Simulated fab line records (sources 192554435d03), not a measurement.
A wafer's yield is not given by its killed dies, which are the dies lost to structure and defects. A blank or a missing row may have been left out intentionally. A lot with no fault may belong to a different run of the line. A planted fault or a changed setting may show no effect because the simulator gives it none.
Chamber matching || flow n5_finfet || cvd_co-01 running N5_BEOL_M0_PRE_CLEAN_131: 3 sister chambers
The step time 15 s. 6 wafers are shown with their chamber, then 7 later ones without.

WAFERS PAIRED WITH THEIR CHAMBERS
{"wafer": "L312.2", "chamber": 0, "heater_power_w (W)": 120, "rf_fwd_power_W (W)": 297.3}
{"wafer": "L314.3", "chamber": 2, "heater_power_w (W)": 43, "rf_fwd_power_W (W)": 298.8}
{"wafer": "L314.5", "chamber": 1, "heater_power_w (W)": 77, "rf_fwd_power_W (W)": 298.9}
{"wafer": "L314.6", "chamber": 2, "heater_power_w (W)": 44, "rf_fwd_power_W (W)": 298.0}
{"wafer": "L325.2", "chamber": 0, "heater_power_w (W)": 118, "rf_fwd_power_W (W)": 297.3}
{"wafer": "L325.4", "chamber": 1, "heater_power_w (W)": 77, "rf_fwd_power_W (W)": 296.6}

WAFERS WITH NO CHAMBER GIVEN
{"wafer": "L325.5", "heater_power_w (W)": 44, "rf_fwd_power_W (W)": 297.8}
{"wafer": "L326.1", "heater_power_w (W)": 45, "rf_fwd_power_W (W)": 299.1}
{"wafer": "L326.2", "heater_power_w (W)": 76, "rf_fwd_power_W (W)": 298.1}
{"wafer": "L326.3", "heater_power_w (W)": 115, "rf_fwd_power_W (W)": 298.4}
{"wafer": "L328.1", "heater_power_w (W)": 75, "rf_fwd_power_W (W)": 297.1}
{"wafer": "L328.3", "heater_power_w (W)": 44, "rf_fwd_power_W (W)": 298.7}
{"wafer": "L328.4", "heater_power_w (W)": 44, "rf_fwd_power_W (W)": 299.7}

CHAMBER TAKEN BY EACH
{"wafer": "L325.5", "from the rows above": 2, "in truth": 2}
{"wafer": "L326.1", "from the rows above": 2, "in truth": 2}
{"wafer": "L326.2", "from the rows above": 1, "in truth": 1}
{"wafer": "L326.3", "from the rows above": 0, "in truth": 0}
{"wafer": "L328.1", "from the rows above": 1, "in truth": 1}
{"wafer": "L328.3", "from the rows above": 2, "in truth": 2}
{"wafer": "L328.4", "from the rows above": 2, "in truth": 2}
Correctly placed: 7 of 7. Number that these rows cannot place: 0. 0 placed wrongly.
How it was worked out, from the rows above alone: a wafer's distance from a chamber is the root of the sum, over the readings, of the square of ((its reading less the chamber's mean) divided by the reading's scatter). If the next closest chamber is less than 2 further off than the closest, the wafer can't be placed; otherwise it belongs to the closest. For every chamber, the mean is computed from those of its wafers that are shown. The scatter is the square root of a quotient: the sum, over the shown wafers, of each reading's squared deviation from its chamber's mean, divided by wafers minus chambers.
